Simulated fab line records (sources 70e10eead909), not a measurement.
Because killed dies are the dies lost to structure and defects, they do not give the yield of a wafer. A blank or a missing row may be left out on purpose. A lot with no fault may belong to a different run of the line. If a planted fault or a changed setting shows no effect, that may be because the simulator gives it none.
fab line records	flow nand_harc
[record] lots = 5	wafers = 15	last_day = 24
route steps=1159 shown A_M0@997 END@1159
lots that met no fault: from a run of the same line without faults
start_h: hours from the record's first day to the start of the lot's first wafer shown	wait_h: hours elapsed since this lot's preceding step	" identical to the entry in the row above	L1.1+2: several wafers, shown together as one row	- value missing, or start not given	* or withheld: withheld	< > ~ a bound
route shown NAME@n: a module of which the file shows steps, and the number in the route of the first	usual: average and standard deviation across the fault-free wafers	same: alike in all rows	chamber/n: place in a boat	sites: each site's reading	_std_site: their standard deviation	_edge_site: mean of outer sites minus mean of inner sites	radius_mm: how far each site lies from the wafer's centre	mask NAME#n: copy n	behind: the last tool/chamber to shape the wafer	hold: the reason the lot was held/the length of the hold in hours/how it ended	device: which transistor (n, p or np) failed to switch	end of line: the tests these same wafers got at the end of their route	where a step has no rows: the recipe by itself	killed: dies that structure and defects cost at the first sort, which is not the same as the wafer's yield	map: a wafer's dies, marking killed ones x, the rest . and places with no die _
set.NAME: the setting as run; set.NAME@STEP: as run at that earlier step	model.NAME: the simulator's own value behind a step, which no gauge read
lots at selected steps of the route; one table per step, one row per wafer
services: when a tool's chamber went out of use (start_h, in hours from the record's first day, below 0 if earlier), for how many hours, and the reason
[[steps]]
[step NHARC_A_M0_COAT_33]
[recipe] temp_c = 200	time_s = 65
[step NHARC_A_M0_COAT_03]
[recipe] spin_rpm = 1500	resist_thk_nm = 90
[step NHARC_A_M0_SOFTBAKE_04]
[recipe] temp_c = 105	time_s = 55
[step NHARC_A_M0_EBR_05]
[step NHARC_A_M0_EXPOSE_06]
[recipe] na = 1.35	target_cd_nm = 80	dose_mj = 83.25	mask_id = A_M0
[step NHARC_A_M0_PEB_07]
[recipe] peb_temp_c = 100	peb_time_s = 65
[step NHARC_A_M0_DEVELOP_08]
[recipe] develop_time_s = 35	dev_temp_c = 23
[step NHARC_A_M0_CD_MEAS_09]
[recipe] target_cd_nm = 80	landing_energy_ev = 500
[usual] cd_nm = 80.4/0.84
lot.wafer	tool	chamber	start_h	wait_h	cd_nm
L437.2	cd_sem-02	0	416.31	-	81.1
L437.3	"	0	"	"	81.1
L437.6	"	0	"	"	80.4
L440.3	cd_sem-03	0	430.69	-	80.9
L440.5	"	0	"	"	80.6
L440.6	"	0	"	"	81.5
L444.1	cd_sem-01	0	466.28	-	79.5
L444.4	"	0	"	"	80.0
L444.5	"	0	"	"	80.5
L448.2	cd_sem-02	0	499.01	-	80.2
L448.3	"	0	"	"	79.7
L448.5	"	0	"	"	79.2
L455.1	cd_sem-03	0	528.09	-	79.5
L455.2	"	0	"	"	80.1
L455.3	"	0	"	"	78.4
[step NHARC_A_M0_OVL_MEAS_10]
[recipe] pitch_nm = 160
[usual] overlay_x_nm = 0.1/0.79	overlay_y_nm = -0.1/0.86
lot.wafer	tool	chamber	start_h	wait_h	overlay_x_nm	overlay_y_nm
L437.2	overlay-01	-	416.39	-	-0.2	0.3
L437.3	"	-	"	"	-0.9	0.3
L437.6	"	-	"	"	-0.8	0.4
L440.3	overlay-01	-	430.78	-	0.8	-1.1
L440.5	"	-	"	"	0.6	-1.0
L440.6	"	-	"	"	0.3	-1.3
L444.1	overlay-01	-	466.37	-	0.8	0.7
L444.4	"	-	"	"	0.6	0.4
L444.5	"	-	"	"	0.4	0.3
L448.2	overlay-02	-	499.10	-	-0.1	-0.1
L448.3	"	-	"	"	0.2	-0.5
L448.5	"	-	"	"	0.0	-0.1
L455.1	overlay-02	-	528.18	-	1.9	-1.2
L455.2	"	-	"	"	1.5	-0.4
L455.3	"	-	"	"	2.1	-1.2
[step NHARC_A_M0_INSPECT_11]
[usual] raw_defect_count = 31/14
lot.wafer	tool	chamber	start_h	wait_h	raw_defect_count
L437.2	defect_inspect-02	-	416.43	0.0	29
L437.3	"	-	"	"	42
L437.6	"	-	"	"	46
L440.3	defect_inspect-02	-	430.81	0.0	24
L440.5	"	-	"	"	33
L440.6	"	-	"	"	28
L444.1	defect_inspect-02	-	466.40	0.0	14
L444.4	"	-	"	"	14
L444.5	"	-	"	"	10
L448.2	defect_inspect-02	-	499.14	0.0	39
L448.3	"	-	"	"	44
L448.5	"	-	"	"	34
L455.1	defect_inspect-02	-	528.22	0.0	48
L455.2	"	-	"	"	37
L455.3	"	-	"	"	40
[step NHARC_A_M0_DESCUM_14]
[recipe] time_s = 3	o2_flow_sccm = 200	ar_flow_sccm = 0	bias_power_w = 0	chemistry = O2
[usual] drypump_motor_current_A = 5.9/0.46	o2_flow_sccm = 199.9/0.54	oes_product_au = 0.998/0.0094	rf_vpp_V = 58.0/0.79	showerhead_plenum_p_Torr = 1.94/0.062	throttle_valve_pct = 11.311/0.0088
lot.wafer	tool	chamber	start_h	wait_h	drypump_motor_current_A	o2_flow_sccm	oes_product_au	rf_hours_counter_h	rf_vpp_V	showerhead_plenum_p_Torr	throttle_valve_pct
L437.2	rie_diel-11	3	416.51	0.1	5.8	200.3	0.991	2	59.3	1.97	11.315
L437.3	"	0	"	"	5.9	199.7	1.001	1	58.3	1.97	11.311
L437.6	"	2	"	"	6.6	201.3	1.008	-	58.1	1.90	11.306
L440.3	rie_diel-01	3	430.90	0.1	5.6	200.2	1.002	8	58.2	1.94	11.313
L440.6	"	0	"	"	6.1	199.6	1.000	-	56.5	1.81	11.305
L440.5	"	1	"	"	6.1	199.2	1.019	-	57.5	2.04	11.306
L444.4	rie_diel-11	1	466.46	0.1	6.1	200.2	0.990	4	58.4	1.93	11.314
L444.1	"	2	"	"	6.5	200.2	1.004	4	58.1	1.90	11.323
L444.5	"	1	"	"	6.1	199.7	0.990	-	57.3	1.93	11.307
L448.3	rie_diel-11	2	499.20	0.1	6.5	200.0	1.011	6	58.8	1.90	11.311
L448.2	"	3	"	"	5.8	200.5	0.996	7	58.8	1.97	11.312
L448.5	"	2	"	"	6.5	199.7	1.002	-	58.2	1.90	11.322
L455.2	rie_diel-13	1	528.28	0.1	5.4	200.8	0.995	4	57.6	1.97	11.300
L455.3	"	2	"	"	6.5	200.1	1.005	4	57.4	1.84	11.310
L455.1	"	3	"	"	4.8	200.2	0.988	5	58.1	1.99	11.304
[step NHARC_A_M0_ETCH_34]
[recipe] target_depth_a = 400	overetch_a = 120	time_s = 43.94	ion_energy_ev = 200	n2_flow_sccm = 150	h2_flow_sccm = 150	ar_flow_sccm = 0	rf_w = 400	bias_w = 150	chemistry = N2/H2
[usual] drypump_motor_current_A = 5.9/0.45	oes_product_au = 0.999/0.0097	rf_vpp_V = 431.5/2	showerhead_plenum_p_Torr = 2.07/0.067	throttle_valve_pct = 14.171/0.008
lot.wafer	tool	chamber	start_h	wait_h	drypump_motor_current_A	oes_product_au	rf_hours_counter_h	rf_vpp_V	showerhead_plenum_p_Torr	throttle_valve_pct
L437.2	rie_diel-11	3	416.58	0.1	5.9	0.994	2	432.4	2.10	14.171
L437.3	"	1	"	"	6.1	0.981	1	430.4	2.06	14.182
L437.6	"	0	"	"	6.0	0.993	-	431.5	2.10	14.177
L440.3	rie_diel-01	2	430.96	0.1	6.0	1.002	6	432.4	2.12	14.162
L440.5	"	2	"	"	6.0	1.008	-	433.1	2.12	14.163
L440.6	"	3	"	"	5.6	0.997	-	431.8	2.07	14.159
L444.4	rie_diel-11	0	466.55	0.1	6.0	0.989	5	431.5	2.10	14.177
L444.1	"	1	"	"	6.1	0.984	4	430.2	2.06	14.169
L444.5	"	0	"	"	6.0	0.980	-	432.3	2.10	14.172
L448.3	rie_diel-11	3	499.35	0.1	5.8	1.000	7	432.3	2.10	14.188
L448.2	"	0	"	"	6.0	0.997	6	433.6	2.10	14.169
L448.5	"	3	"	"	5.8	0.990	-	432.1	2.10	14.181
L455.1	rie_diel-13	2	528.36	0.1	6.5	1.001	4	429.3	1.96	14.169
L455.3	"	3	"	"	4.8	1.000	5	432.8	2.13	14.161
L455.2	"	1	"	"	5.4	0.995	4	432.7	2.10	14.166
[step NHARC_A_M0_ETCH_15]
[recipe] target_depth_a = 1500	overetch_a = 150	time_s = 82.5	c4f8_flow_sccm = withheld	ar_flow_sccm = 400	rf_w = 600	bias_w = 300	chemistry = C4F8/Ar
[usual] oes_product_au = 0.956/0.02	rf_vpp_V = 441.7/2
lot.wafer	tool	chamber	start_h	wait_h	oes_product_au	rf_hours_counter_h	rf_vpp_V
L437.2	rie_diel-11	0	416.66	-	0.957	1	441.8
L437.3	"	1	"	"	0.954	1	441.4
L437.6	"	0	"	"	0.975	-	443.0
L440.3	rie_diel-01	3	431.07	-	0.964	8	441.2
L440.5	"	0	"	"	0.957	-	437.5
L440.6	"	1	"	"	0.968	-	443.9
L444.1	rie_diel-11	2	466.64	-	0.967	4	439.9
L444.4	"	1	"	"	0.951	4	441.5
L444.5	"	2	"	"	0.977	-	440.8
L448.2	rie_diel-11	2	499.44	-	0.860	6	439.9
L448.3	"	0	"	"	0.862	6	444.1
L448.5	"	0	"	"	0.917	-	442.7
L455.3	rie_diel-13	2	528.45	-	0.973	4	438.6
L455.2	"	3	"	"	0.972	5	443.1
L455.1	"	1	"	"	0.968	4	443.4
[step NHARC_A_M0_CD_MEAS_16]
[usual] cd_nm = 80.6/0.99
lot.wafer	tool	chamber	start_h	wait_h	cd_nm
L437.2	cd_sem-03	-	416.79	-	81.7
L437.3	"	-	"	"	81.0
L437.6	"	-	"	"	81.4
L440.3	cd_sem-03	-	431.18	-	81.1
L440.5	"	-	"	"	79.8
L440.6	"	-	"	"	81.4
L444.1	cd_sem-01	-	466.76	-	79.8
L444.4	"	-	"	"	79.7
L444.5	"	-	"	"	80.4
L448.2	cd_sem-02	-	499.58	-	80.6
L448.3	"	-	"	"	80.9
L448.5	"	-	"	"	79.4
L455.1	cd_sem-02	-	528.58	-	80.6
L455.2	"	-	"	"	79.7
L455.3	"	-	"	"	78.8
[step NHARC_END_SORT_01]
[recipe] temp_c = 25
[usual] defect_limited_yield = 95.1/1.8	killed_at_array = 29/11	killed_at_other = 0.5/0.8	killed_at_periphery = 3.5/2.8	killed_dies = 33/12	killed_open = 3.1/1.8	killed_short = 1.8/1.4	sort_bin_2_pct = 1.5/0.65	sort_bin_3_pct = 0.24/0.21	sort_bin_4_pct = 3.1/1.2	sort_n_pass = 644/12	sort_rim_yield_pct = 97.5/1.9	sort_yield_pct = 95.1/1.8
[same] gross_dies = 677	sort_bin_5_pct[%] = 0	sort_bin_6_pct[%] = 0	sort_bin_7_pct[%] = 0	sort_bin_8_pct[%] = 0	sort_rim_n_gross = 106.00
lot.wafer	tool	chamber	start_h	wait_h	defect_limited_yield[%]	killed_at_array	killed_at_other	killed_at_periphery	killed_dies	killed_open	killed_short	sort_bin_2_pct[%]	sort_bin_3_pct[%]	sort_bin_4_pct[%]	sort_n_pass	sort_rim_yield_pct[%]	sort_yield_pct[%]
L448.2	prober-02	0	551.22	2.8	0.7	672	0	0	672	5	0	94.7	0.44	4.1	5	0	0.7
L448.3	prober-02	0	552.02	3.1	0.3	673	0	2	675	4	2	96.6	0.15	3.0	2	0.9	0.3
L448.5	prober-02	0	553.62	3.7	94.7	35	0	1	36	3	2	1.8	0	3.5	641	97.2	94.7
// killed by level:class
L448.2 A_M0:area_etch=632 A_SLIT:chamber_film_flake=17 A_CHANNEL_HOLE_D1:chamber_film_flake=8 A_CHANNEL_FILL_D1:chamber_film_flake=3 A_STAIRCASE:chamber_film_flake=3 A_BLC:geometric_particle:open=2 A_M0:geometric_particle:open=2 A_ZERO_WELL:chamber_film_flake=2
L448.3 A_M0:area_etch=635 A_SLIT:chamber_film_flake=18 A_STAIRCASE:chamber_film_flake=7 A_CHANNEL_HOLE_D1:chamber_film_flake=4 A_CHANNEL_FILL_D1:chamber_film_flake=2 P_GATE:geometric_particle:open=1 P_M0:geometric_particle:open=1 A_CHANNEL_FILL_D1:geometric_particle:short=1
L448.5 A_SLIT:chamber_film_flake=16 A_CHANNEL_HOLE_D1:chamber_film_flake=5 A_STAIRCASE:chamber_film_flake=4 A_CONTACT:geometric_particle:open=2 A_CHANNEL_FILL_D1:chamber_film_flake=2 A_CONTACT:chamber_film_flake=2 A_CHANNEL_HOLE_D1:geometric_particle:short=1 A_WL_FILL:geometric_particle:short=1
// map L448.3 (x killed, . not)
____________x____________
_________xxxxxxx_________
_______xxxxxxxxxxx_______
______xxxxxxxxxxxxx______
_____xxxxxxxxxxxxxxx_____
____xxxxxxxxxxxxxxxxx____
____xxxxxxxxxxxxxxxxx____
___xxxxxxxxxxxxxxxxxxx___
___xxxxxxxxxxxxxxxxxxx___
__xxxxxxxxxxxxxxxxxxxxx__
__xxxxxxxxxxxxxxxxxxxxx__
_xxxxxxxxxxxxxxxxxxxxxxx_
_xxxxxxxxxxxxxxxxxxxxxxx_
_xxxxxxxxxxxxxxxxxxxxxxx_
_xxxxxxxxxxxxxxxxxxxxxxx_
_xxxxxxxxxxxxxxxxxxxxxxx_
xxxxxxxxxxxxxxxxxxxxxxxxx
xxxxxxxxxxxxxxxxxxxxxxxxx
xxxxxxxxxxxxxxxxxxxxxxxxx
xxxxxxxxxxxxxxxxxxxxxxxxx
xxxxxxxxxxxxxxxxxxxxxxxxx
_xxxxxxxxxxxxxxxxxxxxxxx_
_xxxxxxxxxxxxxxxxxxxxxxx_
_xxxxxxxxxxxxxxxxxxxxxxx_
_xxxxxxxxxxxxxxxxxxxxxxx_
_xxxxxxxxxxxxxxxxxxxxxxx_
__xxxxxxxxxxxxxxxxxxxxx__
__xxxxxxxxxxxxxxxxxxxxx__
___xxxxxxxxxxxxxxxx.xx___
___xxxxxxxxxxxxxxxxxxx___
____xxxxxxxxxxxxxxxxx____
____xxxxxxxxxxxxxxxxx____
_____xxxxxxxxxxxxxxx_____
______xxxxxxxxxxxxx______
_______xxxxxxxxxx._______
_________xxxxxxx_________
____________x____________
// map L444.1 (x killed, . not)
____________.____________
_________......._________
_______..........._______
______.............______
_____..............._____
____.................____
____.................____
___...............x...___
___...................___
__.....................__
__.......x......x......__
_......................._
_...........x..........._
_......................._
_..........x............_
_......x....x....x......_
........x.......x........
.........................
.........................
.........................
.........................
_......................._
_...................x..._
_...x..................._
_......................._
_......................._
__.....................__
__.....................__
___...................___
___.......x.x.........___
____.................____
____....x.xx.........____
_____.......x......x_____
______.............______
_______x.........._______
_________......._________
____________.____________
[[services]]
tool	chamber	start_h	hours	kind
rie_diel-01	2	395.12	9.2	repair
rie_diel-11	0	404.05	-	clean
rie_diel-11	1	404.05	-	clean
rie_diel-11	2	404.05	-	clean
rie_diel-11	3	404.05	-	clean
rie_diel-11	2	408.79	3.9	repair
rie_diel-01	2	416.40	4.7	repair
rie_diel-01	-	416.71	0.8	repair
rie_diel-01	-	420.57	4.6	repair
rie_diel-11	0	428.55	-	clean
rie_diel-11	1	428.55	-	clean
rie_diel-11	2	428.55	-	clean
rie_diel-11	3	428.55	-	clean
rie_diel-13	2	430.34	10.0	repair
rie_diel-13	-	453.00	9.0	pm
rie_diel-13	1	465.92	23.7	repair
rie_diel-13	0	467.41	1.6	repair
rie_diel-13	2	481.73	11.1	repair
rie_diel-11	0	484.65	2.8	repair
rie_diel-01	-	490.44	0.9	repair
rie_diel-01	-	491.81	9.0	pm
rie_diel-11	1	495.22	5.8	repair
rie_diel-11	-	505.03	1.0	repair
rie_diel-01	2	520.80	3.5	repair
[[key]]
[first_sign] step = NHARC_A_M0_ETCH_15	reading = oes_product_au	direction = down	sigmas = 4.8	usual = 0.956	struck = 0.861
[effect] step = NHARC_END_SORT_01	reading = sort_bin_2_pct	direction = up	sigmas = 99+	usual = 1.5	struck = 95.6
[more_kills_born_at] NHARC_A_M0_ETCH_15@rie_diel-11 = 1267
met_at NHARC_A_M0_ETCH_15
struck_wafers L448.2,L448.3
later_rows_left_out L448.2,L448.3
onset_between 466.64 499.44
[fault] kind = process_parameter_drift	tool = rie_diel-11	chamber = -	onset_h = 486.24	steps = NHARC_A_M0_ETCH_15	channel = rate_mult	offset = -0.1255	shape = step	end_h = 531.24	scope = struck_wafers_only
// later_rows_left_out: the simulator's readings of these wafers behind a module that went badly wrong aren't trusted and aren't shown, but for the sort
